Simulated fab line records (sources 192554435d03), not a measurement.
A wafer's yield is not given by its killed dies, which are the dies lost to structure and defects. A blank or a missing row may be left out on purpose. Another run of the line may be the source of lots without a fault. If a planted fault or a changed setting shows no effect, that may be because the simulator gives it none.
fab line records	flow n5Finfet
[record] lots = 9	wafers = 27	lastDay = 19
route steps=1938 shown BEOL_M3@966 BEOL_M4@1111
lots untouched by any fault: they come from a run of this same line in which no faults occurred
startH: the number of hours between the record's first day and the start of the first shown wafer of the lot	waitH: how many hours have passed since the lot's step before this one	" identical to the entry in the row above	L1.1+2: a single row standing in for several wafers	- value missing, or start not given	* or withheld: withheld	< > ~ a bound
route shown NAME@n: a module of which the file shows steps, and the number in the route of the first	usual: mean and standard deviation over wafers with no fault	same: alike in all rows	chamber/n: place in a boat	sites: the reading at each site	_std_site: standard deviation of those values	_edge_site: the outer-site mean with the inner-site mean subtracted	radiusMm: for every site, how far away it sits from the centre of the wafer	mask NAME#n: copy n	behind: the last tool/chamber to shape the wafer	hold: cause of the lot's hold/its duration in hours/its outcome	device: the transistor (n, p or np) that didn't switch	end of line: the same wafers' tests at the end of the route	where a step has no rows: the recipe by itself	killed: the dies lost at the first sort to structure and to defects; this is not the yield of the wafer	map: shows each die of a wafer: x if killed, . if not, _ if none is there
set.NAME: the run value of the setting; set.NAME@STEP: its run value at that earlier step	model.NAME: the simulator's own value behind a step, which no gauge read
the route's steps for a sample of lots (tables are steps, rows are wafers)
services: a tool's chamber out of use, with start hour (startH, from the record's first day; less than 0 if before it), hours out, and reason
[[steps]]
[step N5_BEOL_M3_CD_MEAS_28]
[recipe] targetCdNm = 25.7	landingEnergyEv = 500	detector = seInlens	targetCdYNm = 23.3	polarity = opening
[usual] cdNm = 25.74/0.23
lot.wafer	tool	chamber	startH	waitH	cdNm
L667.2	cdSem-01	0	163.18	-	25.99
L667.4	"	0	"	"	26.35
L667.5	"	0	"	"	25.91
L671.2	cdSem-03	0	192.82	-	26.26
L671.3	"	0	"	"	25.74
L671.5	"	0	"	"	25.63
L674.1	cdSem-03	0	202.40	-	25.77
L674.2	"	0	"	"	25.54
L674.4	"	0	"	"	25.56
L678.2	cdSem-03	0	267.12	-	25.79
L678.3	"	0	"	"	25.90
L678.5	"	0	"	"	25.59
L684.3	cdSem-03	0	268.76	-	25.68
L684.4	"	0	"	"	25.52
L684.5	"	0	"	"	24.93
L682.2	cdSem-02	0	273.70	-	26.21
L682.4	"	0	"	"	25.57
L682.6	"	0	"	"	25.78
L683.2	cdSem-03	0	281.49	-	25.72
L683.3	"	0	"	"	25.91
L683.6	"	0	"	"	25.90
L686.1	cdSem-02	0	285.38	-	25.72
L686.4	"	0	"	"	25.93
L686.5	"	0	"	"	25.23
L687.1	cdSem-02	0	303.04	-	25.73
L687.3	"	0	"	"	25.83
L687.6	"	0	"	"	25.71
[step N5_BEOL_M3_ETCH_77]
[recipe] chemistry = N2/H2	target = underlayer	targetDepthA = 65	maskMaterial = CAR-EUV	timeS = 5.2	ionEnergyEv = 200	pressureMtorr = 30	sourceW = 840	biasW = 150	n2FlowSccm = 200	h2FlowSccm = 200	ends = cleared
[usual] biasW = 150.0/0.42	drypumpMotorCurrentA = 5.6/0.69	etchRfOnTimeS = 5.21/0.12	oesProductAu = 0.66/0.08	rfVppV = 524.1/2.7	showerheadPlenumPTorr = 2.55/0.097	throttleValvePct = 17.92/0.21
lot.wafer	tool	chamber	startH	waitH	biasW	drypumpMotorCurrentA	etchRfOnTimeS	oesProductAu	rfHoursCounterH	rfVppV	showerheadPlenumPTorr	throttleValvePct
L667.2	rieDiel-05	0	163.34	0.0	150.0	6.7	5.17	0.60	198	518.9	2.40	18.18
L667.4	"	3	"	"	149.8	5.0	5.18	0.79	12	527.9	2.73	17.82
L667.5	"	1	"	"	150.9	6.7	5.24	0.64	-	519.2	2.43	17.97
L671.2	rieDiel-01	2	194.29	0.0	150.2	5.5	5.29	0.64	155	524.4	2.52	17.96
L671.3	"	3	"	"	149.5	4.7	5.21	0.60	230	522.5	2.51	18.15
L671.5	"	3	"	"	149.2	4.7	5.27	0.59	-	520.8	2.51	18.18
L674.1	rieDiel-06	1	202.56	0.0	148.9	5.4	5.34	0.61	189	524.0	2.51	17.88
L674.2	"	0	"	"	150.6	6.4	5.26	0.69	74	527.5	2.68	17.56
L674.4	"	2	"	"	149.4	6.5	5.12	0.78	8	520.9	2.50	17.50
L678.2	rieDiel-05	3	267.28	0.0	150.6	5.0	5.15	0.75	48	528.5	2.71	17.91
L678.3	"	0	"	"	150.2	6.7	5.03	0.59	235	521.0	2.39	18.25
L678.5	"	2	"	"	150.5	5.3	5.34	0.58	-	526.0	2.61	17.94
L684.3	rieDiel-01	0	268.92	0.0	149.4	5.0	5.18	0.64	190	524.1	2.63	18.18
L684.4	"	3	"	"	150.1	4.7	5.18	0.58	-	524.9	2.50	18.20
L684.5	"	0	"	"	149.3	5.0	5.23	0.64	-	527.3	2.63	18.15
L682.2	rieDiel-01	0	273.85	0.0	151.0	5.0	5.22	0.63	192	525.6	2.63	18.16
L682.4	"	0	"	"	150.2	5.0	5.23	0.62	-	525.1	2.63	18.16
L682.6	"	2	"	"	150.0	5.6	5.33	0.63	-	523.2	2.51	18.03
L683.2	rieDiel-06	2	281.64	0.0	149.1	6.5	5.20	0.72	34	520.5	2.49	17.57
L683.3	"	0	"	"	149.9	6.4	5.25	0.68	101	528.9	2.67	17.62
L683.6	"	1	"	"	149.7	5.4	5.42	0.58	-	523.6	2.50	17.95
L686.1	rieDiel-01	0	285.53	0.0	149.6	5.0	5.17	0.63	195	525.3	2.63	18.18
L686.4	"	1	"	"	149.7	5.2	4.90	0.83	5	525.3	2.60	17.48
L686.5	"	3	"	"	149.8	4.7	5.06	0.88	-	522.1	2.50	17.74
L687.1	rieDiel-01	2	303.20	0.0	150.4	5.6	5.34	0.62	191	522.4	2.51	18.03
L687.3	"	0	"	"	149.6	5.0	5.31	0.62	199	523.5	2.63	18.18
L687.6	"	2	"	"	150.7	5.6	5.34	0.62	-	525.8	2.51	18.03
[step N5_BEOL_M3_VIA_ETCH_34]
[recipe] chemistry = C4F6/O2	targetDepthA = 694	maskMaterial = SOC	pressureMtorr = 15	ionEnergyEv = 250	taperDeg = 4	timeS = 65.9	sourceW = 350	biasW = 170	Ar_flow_sccm = 300	C4F6_flow_sccm = 10	O2_flow_sccm = 10
[usual] biasW = 170.0/0.5	drypumpMotorCurrentA = 5.6/0.65	oesProductAu = 0.77/0.094	rfVppV = 672/14	showerheadPlenumPTorr = 2.87/0.084	throttleValvePct = 30.89/0.28
lot.wafer	tool	chamber	startH	waitH	biasW	drypumpMotorCurrentA	oesProductAu	rfHoursCounterH	rfVppV	showerheadPlenumPTorr	throttleValvePct
L667.2	rieDiel-06	1	166.78	0.0	170.3	5.4	0.72	186	666	2.81	30.69
L667.4	"	0	"	"	170.4	6.4	0.84	71	655	2.97	30.23
L667.5	"	0	"	"	170.3	6.4	0.84	-	657	2.97	30.23
L671.2	rieDiel-01	2	194.65	0.0	169.9	5.5	0.76	155	688	2.85	31.06
L671.3	"	3	"	"	169.8	4.8	0.69	231	669	2.80	31.08
L671.5	"	3	"	"	169.9	4.7	0.70	-	670	2.80	31.08
L674.1	rieDiel-06	2	202.91	0.0	170.2	6.5	0.92	8	660	2.81	30.57
L674.2	"	1	"	"	170.1	5.4	0.72	189	669	2.81	30.70
L674.4	"	3	"	"	169.4	5.4	0.75	178	659	2.85	30.98
L678.2	rieDiel-06	1	267.72	0.0	203.9	5.4	0.73	213	770	2.80	30.73
L678.3	"	0	"	"	170.5	6.4	0.80	98	656	2.96	30.25
L678.5	"	0	"	"	169.9	6.4	0.80	-	657	2.96	30.24
L684.3	rieDiel-05	1	272.38	0.0	170.4	6.7	0.70	191	650	2.74	31.27
L684.4	"	0	"	"	169.9	6.7	0.68	236	672	2.71	31.31
L684.5	"	0	"	"	169.9	6.7	0.69	-	672	2.71	31.29
L682.2	rieDiel-01	2	280.07	0.0	171.0	5.5	0.73	186	688	2.83	31.08
L682.4	"	1	"	"	169.8	5.2	0.98	-	672	2.92	30.70
L682.6	"	0	"	"	170.4	5.0	0.74	-	691	2.92	30.98
L683.2	rieDiel-01	1	283.91	0.0	169.9	5.2	0.99	4	672	2.92	30.70
L683.3	"	0	"	"	170.1	5.0	0.74	195	694	2.92	30.98
L683.6	"	1	"	"	170.3	5.2	0.97	-	673	2.92	30.70
L686.1	rieDiel-05	1	289.13	0.0	170.0	6.7	0.70	194	648	2.74	31.29
L686.4	"	0	"	"	169.6	6.7	0.68	240	671	2.71	31.31
L686.5	"	2	"	"	170.1	5.3	0.68	-	664	2.93	30.96
L687.1	rieDiel-05	2	312.34	0.0	169.5	5.3	0.69	240	665	2.93	30.97
L687.3	"	1	"	"	169.7	6.7	0.70	198	647	2.74	31.30
L687.6	"	3	"	"	170.0	4.9	0.86	-	658	2.99	30.69
[step N5_BEOL_M3_CD_MEAS_35]
[recipe] targetCdNm = 18	targetCdYNm = 21	polarity = opening
[usual] cdNm = 18.1/0.35
lot.wafer	tool	chamber	startH	waitH	cdNm
L667.2	cdSem-02	-	167.19	0.0	17.9
L667.4	"	-	"	"	17.5
L667.5	"	-	"	"	17.7
L671.2	cdSem-03	-	195.06	0.0	18.3
L671.3	"	-	"	"	17.8
L671.5	"	-	"	"	18.0
L674.1	cdSem-03	-	203.32	0.0	18.2
L674.2	"	-	"	"	18.2
L674.4	"	-	"	"	19.0
L678.2	cdSem-01	-	268.14	0.0	18.5
L678.3	"	-	"	"	17.5
L678.5	"	-	"	"	17.7
L684.3	cdSem-02	-	272.79	0.0	18.3
L684.4	"	-	"	"	18.3
L684.5	"	-	"	"	18.3
L682.2	cdSem-02	-	280.48	0.0	17.8
L682.4	"	-	"	"	18.2
L682.6	"	-	"	"	18.0
L683.2	cdSem-02	-	284.32	0.0	18.3
L683.3	"	-	"	"	17.8
L683.6	"	-	"	"	17.6
L686.1	cdSem-03	-	289.54	0.0	18.0
L686.4	"	-	"	"	18.2
L686.5	"	-	"	"	18.2
L687.1	cdSem-02	-	312.75	0.0	18.4
L687.3	"	-	"	"	17.9
L687.6	"	-	"	"	18.6
[step N5_BEOL_M4_RC_MEAS_101]
[usual] DIBL_N = 36.3/1.9	DIBL_P = 36.0/2.1	IOFF_N = 0.16/0.031	IOFF_P = 0.21/0.035	ION_N = 675/14	ION_P = 464/8.5	SS_N = 71.5/0.6	SS_P = 73.3/0.72	VT_N = 250/3.2	VT_P = -250/3.1
lot.wafer	tool	chamber	startH	waitH	DIBL_N[mV/V]	DIBL_P[mV/V]	IOFF_N[nA/um]	IOFF_P[nA/um]	ION_N[uA/um]	ION_P[uA/um]	SS_N[mV/dec]	SS_P[mV/dec]	VT_N[mV]	VT_P[mV]
L667.2	prober-01	0	183.01	0.2	34.5	36.0	0.14	0.19	691	475	70.4	73.7	249	-252
L667.4	"	0	"	"	34.5	36.8	0.14	0.20	673	464	70.9	74.3	251	-250
L667.5	"	0	"	"	39.1	41.7	0.24	0.29	698	470	71.9	74.9	242	-247
L671.2	prober-02	0	207.27	0.2	39.5	38.3	0.19	0.27	675	465	72.0	73.3	249	-247
L671.3	"	0	"	"	39.9	38.0	0.22	0.27	672	460	72.6	73.2	247	-244
L671.5	"	0	"	"	36.4	35.1	0.16	0.22	677	470	70.3	72.6	251	-247
L674.1	prober-01	0	214.27	0.0	35.1	35.4	0.14	0.20	681	474	71.3	72.9	250	-250
L674.2	"	0	"	"	34.2	34.7	0.13	0.19	668	459	71.3	73.1	254	-251
L674.4	"	0	"	"	34.3	32.9	0.11	0.15	656	449	71.3	72.6	259	-254
L678.2	prober-01	0	285.25	0.2	37.7	35.8	0.17	0.22	691	473	72.6	73.5	248	-246
L678.3	"	0	"	"	36.4	34.5	0.15	0.19	675	462	72.1	72.9	250	-251
L678.5	"	0	"	"	37.2	34.4	0.16	0.19	676	460	72.3	72.9	251	-251
L684.3	prober-01	0	289.68	0.3	35.2	36.5	0.14	0.17	678	458	70.4	72.9	248	-257
L684.4	"	0	"	"	35.7	36.8	0.16	0.18	681	457	71.7	73.2	248	-254
L684.5	"	0	"	"	37.2	39.7	0.19	0.22	698	471	72.5	73.5	246	-250
L682.2	prober-02	0	307.71	0.2	37.5	35.8	0.16	0.21	694	471	71.5	74.1	249	-249
L682.4	"	0	"	"	39.9	38.6	0.21	0.25	683	462	72.6	74.0	245	-247
L682.6	"	0	"	"	40.5	39.5	0.24	0.27	715	481	72.2	74.0	244	-245
L683.2	prober-01	0	321.02	0.2	36.4	36.4	0.18	0.21	668	460	72.1	73.0	249	-249
L683.3	"	0	"	"	36.8	38.3	0.19	0.24	685	466	71.9	74.0	247	-248
L683.6	"	0	"	"	36.2	37.6	0.18	0.25	681	469	71.6	74.3	246	-246
L686.1	prober-02	0	324.58	0.0	35.8	36.4	0.15	0.23	676	469	72.4	73.1	251	-249
L686.4	"	0	"	"	34.3	34.6	0.13	0.19	673	465	71.7	72.1	253	-250
L686.5	"	0	"	"	36.3	36.0	0.15	0.21	676	465	72.0	72.5	251	-249
L687.1	prober-01	0	340.67	0.0	36.2	36.7	0.15	0.21	668	460	71.1	73.1	250	-249
L687.3	"	0	"	"	36.5	36.7	0.15	0.21	668	458	70.7	73.2	251	-248
L687.6	"	0	"	"	36.9	37.3	0.16	0.21	665	457	71.4	74.1	251	-250
[[services]]
tool	chamber	startH	hours	kind
rieDiel-05	2	167.42	14.2	repair
rieDiel-06	-	168.33	28.1	pm
rieDiel-01	1	249.23	-	clean
rieDiel-01	1	249.23	-	consumableReplace:focusRing
rieDiel-01	1	249.23	20.2	scheduledDown
rieDiel-01	1	249.23	20.2	ventCycle
rieDiel-05	-	253.99	4.3	pm
rieDiel-01	3	269.48	-	clean
rieDiel-01	3	269.48	-	consumableReplace:focusRing
rieDiel-01	3	269.48	15.8	scheduledDown
rieDiel-01	3	269.48	15.8	ventCycle
rieDiel-05	-	284.08	2.4	repair
rieDiel-01	1	294.48	7.1	repair
rieDiel-05	-	295.14	2.8	pm
[[key]]
[firstSign] step = N5_BEOL_M3_VIA_ETCH_34	reading = biasW	direction = up	sigmas = 68	usual = *	struck = *
[effect] step = N5_BEOL_M3_VIA_ETCH_34	reading = rfVppV	direction = up	sigmas = 7.1	usual = 672	struck = 770
metAt N5_BEOL_M3_VIA_ETCH_34
struckLots L678
struckWafers L678.2
notActingAt N5_BEOL_M3_CD_MEAS_28,N5_BEOL_M3_ETCH_77,N5_BEOL_M3_CD_MEAS_35
onsetBetween 202.91 267.72
[fault] kind = processParameterDrift	tool = rieDiel-06	chamber = 1	onsetH = 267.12	steps = N5_BEOL_M3_VIA_ETCH_34	channel = biasW	offset = *	shape = step	endH = 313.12	actsIn = *	stated = *
